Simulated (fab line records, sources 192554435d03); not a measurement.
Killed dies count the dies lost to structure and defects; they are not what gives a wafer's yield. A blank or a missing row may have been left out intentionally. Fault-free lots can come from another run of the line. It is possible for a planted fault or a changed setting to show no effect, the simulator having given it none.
Matching of chambers / flow n5-finfet / N5_BEOL_M4_ALD_84 on ald-metal-02: 4 sister chambers
The step deposits TaN, pulse time 2 s, purge time 3 s, co reactant purge time 2 s. 8 wafers are shown with their chamber, then 8 later ones without.

WAFERS PAIRED WITH THEIR CHAMBERS
wafer=L079.2; chamber=1; heater-power-w (W)=390; precursor-vessel-temp-c (C)=75.07
wafer=L082.5; chamber=2; heater-power-w (W)=364; precursor-vessel-temp-c (C)=75.06
wafer=L086.4; chamber=3; heater-power-w (W)=466; precursor-vessel-temp-c (C)=75.00
wafer=L086.5; chamber=0; heater-power-w (W)=480; precursor-vessel-temp-c (C)=74.73
wafer=L087.2; chamber=3; heater-power-w (W)=479; precursor-vessel-temp-c (C)=75.04
wafer=L087.3; chamber=2; heater-power-w (W)=363; precursor-vessel-temp-c (C)=75.07
wafer=L087.5; chamber=1; heater-power-w (W)=400; precursor-vessel-temp-c (C)=75.09
wafer=L090.2; chamber=0; heater-power-w (W)=454; precursor-vessel-temp-c (C)=74.91

WAFERS WITH NO CHAMBER GIVEN
wafer=L090.4; heater-power-w (W)=361; precursor-vessel-temp-c (C)=74.76
wafer=L090.5; heater-power-w (W)=476; precursor-vessel-temp-c (C)=75.08
wafer=L092.1; heater-power-w (W)=394; precursor-vessel-temp-c (C)=74.93
wafer=L092.4; heater-power-w (W)=358; precursor-vessel-temp-c (C)=74.97
wafer=L092.6; heater-power-w (W)=473; precursor-vessel-temp-c (C)=74.99
wafer=L095.2; heater-power-w (W)=461; precursor-vessel-temp-c (C)=75.09
wafer=L095.3; heater-power-w (W)=401; precursor-vessel-temp-c (C)=74.96
wafer=L095.5; heater-power-w (W)=464; precursor-vessel-temp-c (C)=74.98

CHAMBER TAKEN BY EACH
wafer=L090.4; from the rows above=can't be placed: 2 or 1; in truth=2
wafer=L090.5; from the rows above=3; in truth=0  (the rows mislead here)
wafer=L092.1; from the rows above=can't be placed: 1 or 2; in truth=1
wafer=L092.4; from the rows above=2; in truth=2
wafer=L092.6; from the rows above=3; in truth=3
wafer=L095.2; from the rows above=3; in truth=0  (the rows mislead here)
wafer=L095.3; from the rows above=can't be placed: 1 or 2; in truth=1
wafer=L095.5; from the rows above=can't be placed: 3 or 0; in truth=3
Correct placement for 2 of the 8. From these rows, 4 cannot be placed; in 4 the true chamber is one of the candidates. Placed wrongly: 2.
How it was worked out, from the rows above alone: a wafer's distance from a chamber is the root of the sum, over the readings, of the square of ((its reading less the chamber's mean) divided by the reading's scatter). If the next closest chamber is less than 2 further off than the closest, the wafer can't be placed; otherwise it belongs to the closest. The mean given for a chamber averages the wafers shown for that chamber. The scatter: the root of (the sum of the squares of (reading less its chamber's mean) over the shown wafers, divided by (wafers less chambers)).
